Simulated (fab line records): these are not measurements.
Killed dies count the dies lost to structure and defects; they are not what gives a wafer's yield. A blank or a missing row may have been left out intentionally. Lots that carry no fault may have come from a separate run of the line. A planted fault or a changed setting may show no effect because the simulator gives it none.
A single fault, viewed from 2 desks / flow n5_finfet / each desk holds nothing but its own numbers, with what lay behind them at the end

## AT THE METROLOGY DESK
What the gauges read for every lot (on any tool): the sampled wafers with a number, averaged. Any lot whose mean is over 4 standard deviations away from the usual mean is out of limits and marked OUT; that distance is given in the brackets.
Columns: A = M9_ILD_THK at N5_BEOL_M9_THK_MEAS_01, usual 268 nm
lot=L912; first seen here=day 10 10:00; A=270
lot=L913; first seen here=day 10 23:03; A=266
lot=L916; first seen here=day 11 09:02; A=267
lot=L918; first seen here=day 11 17:40; A=265
lot=L919; first seen here=day 12 00:21; A=267
lot=L921; first seen here=day 13 00:08; A=271
lot=L923; first seen here=day 13 22:41; A=273
lot=L933; first seen here=day 15 10:44; A=266
lot=L931; first seen here=day 15 11:49; A=271
lot=L932; first seen here=day 16 08:20; A=270
lot=L934; first seen here=day 16 16:20; A=271
lot=L935; first seen here=day 17 02:13; A=267
This desk's verdict: no lot among the 12 shows anything out of limits.

## FOR THE TOOL OWNER'S DESK: pecvd-03
Per lot that ran on this tool, the mean of the sampled wafers carrying a number, from the tool's own readings at N5_BEOL_M8_PRE_CLEAN_55 (time 15 s). Any lot whose mean is over 4 standard deviations away from the usual mean is out of limits and marked OUT; that distance is given in the brackets.
Columns: A = rf_fwd_power_W at N5_BEOL_M8_PRE_CLEAN_55, usual 294.6 W
lot=L913; first seen here=day 10 22:18; A=295.3
lot=L918; first seen here=day 11 16:55; A=294.7
lot=L921; first seen here=day 12 23:24; A=262.8 (-18) OUT
lot=L923; first seen here=day 13 21:58; A=263.0 (-18) OUT
This desk's verdict: out of limits on L921, L923, starting with L921 at day 12 23:24 (rf_fwd_power_W at N5_BEOL_M8_PRE_CLEAN_55). L913, L918: within limits.

## TAKEN TOGETHER
The tool owner's desk had the chance to raise an alarm at day 12 23:24 on L921, L923.
Nothing out of limits was seen by the metrology desk.
The metrology desk has L921, L923 on record, within its limits.
All the named lots went through N5_BEOL_M8_PRE_CLEAN_55 on pecvd-03.

## WHAT WAS PUT IN BY THE SIMULATOR
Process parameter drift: pecvd-03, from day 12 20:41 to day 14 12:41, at N5_BEOL_M8_PRE_CLEAN_55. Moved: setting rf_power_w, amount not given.
Shown lots that were struck: L921, L923.
Each desk's first reading out of limits, in hours after the fault started: the tool owner's desk, 3.
